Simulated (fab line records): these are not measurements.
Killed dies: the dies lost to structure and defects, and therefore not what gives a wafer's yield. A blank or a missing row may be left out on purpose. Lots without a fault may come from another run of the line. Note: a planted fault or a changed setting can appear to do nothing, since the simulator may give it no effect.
Code-filled problem report in 8D (eight disciplines) form / flow n5_finfet / the parts of the form that need people (team, actions taken, sign-off) are left out

## 1. WHAT IS WRONG
etch_rf_on_time_s at N5_GATE_CUT_ETCH_28 reads a mean of 12.80 s on 2 wafers of 2 lots; wafers without a fault read 10.48 s with a standard deviation of 0.26. Relative to the usual mean, that is a shift of +8.9 standard deviations.
The step: etches underlayer in N2/H2, target depth 13 nm, time 10.4 s.
The first sign was on wafer L470.4 at day 6 23:25, on rie_diel-05. The record has a number at this step for 25 wafers belonging to 9 lots. Rule for "out", or "out of limits": more than 4 standard deviations from the usual mean. The other wafers with a number count as sound.

## 2. WHAT IT IS, WHAT IT ISN'T
question=which readings at this step | is=etch_rf_on_time_s | is not=drypump_motor_current_A, oes_product_au, rf_vpp_V, showerhead_plenum_p_Torr, throttle_valve_pct
question=which lots | is=L470, L473 | is not=L460, L461, L464, L465, L480, L482, L483
question=which wafers of those lots | is=L470.4, L473.6 | is not=L470.2, L470.5, L473.3, L473.5
question=read on which tools | is=rie_diel-05 | is not=rie_diel-01, rie_diel-06
question=when | is=from day 6 23:25 | is not=up to then (12 sound wafers); but 11 sound wafers of L473, L480, L482, L483 came after

## 3. WHAT RULES OUT EACH SUSPECT
Counting: if a tool at a process step up to the reading ran every lot that is out, it stays a suspect. Sound lots after the first of them don't rule it out here, since some wafers of a struck lot are sound.
- rie_diel-05 at N5_GATE_CUT_ETCH_28 (etches underlayer in N2/H2, target depth 13 nm, time 10.4 s): kept. Ran every lot that is out, first one L470 (day 6 23:25); last sound lot up to then L464 (day 5 09:09). Out on those wafers are its own readings of etch_rf_on_time_s.
Remaining after the count: rie_diel-05 at N5_GATE_CUT_ETCH_28.

## 4. THE CAUSE (what the simulator had put in)
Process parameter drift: rie_diel-05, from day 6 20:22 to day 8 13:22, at N5_GATE_CUT_ETCH_28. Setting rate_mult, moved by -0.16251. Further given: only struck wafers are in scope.
The count eliminated every tool but this one.

## 5. SEQUENCE OF EFFECTS, ordered by route
One row per reading whose mean, taken over the struck wafers that have a number, lies over 3 standard deviations from the usual. Only readings whose record carries a usual standard deviation are examined. hours: median over the lots of the time between each lot's start at the first step of this table that gives one and its start at this step. sigmas: the change, counted in usual standard deviations.
hours=0; step=N5_GATE_CUT_ETCH_28; reading=etch_rf_on_time_s; usual=10.48 s; on struck wafers=12.80; change=+2.32; sigmas=+8.9
It contains these process steps:
- N5_GATE_CUT_ETCH_28: etches underlayer in N2/H2, target depth 13 nm, time 10.4 s.
Later measuring or inspecting steps at which every struck wafer that the step has a row for has a number for every such reading, and none has moved that far: N5_BEOL_M4_RC_MEAS_101.

## 6. HOW IT WOULD HAVE BEEN CAUGHT EARLIER
In this record no reading fell out of limits until day 6 23:25, 3 hours after the fault had begun at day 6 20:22.
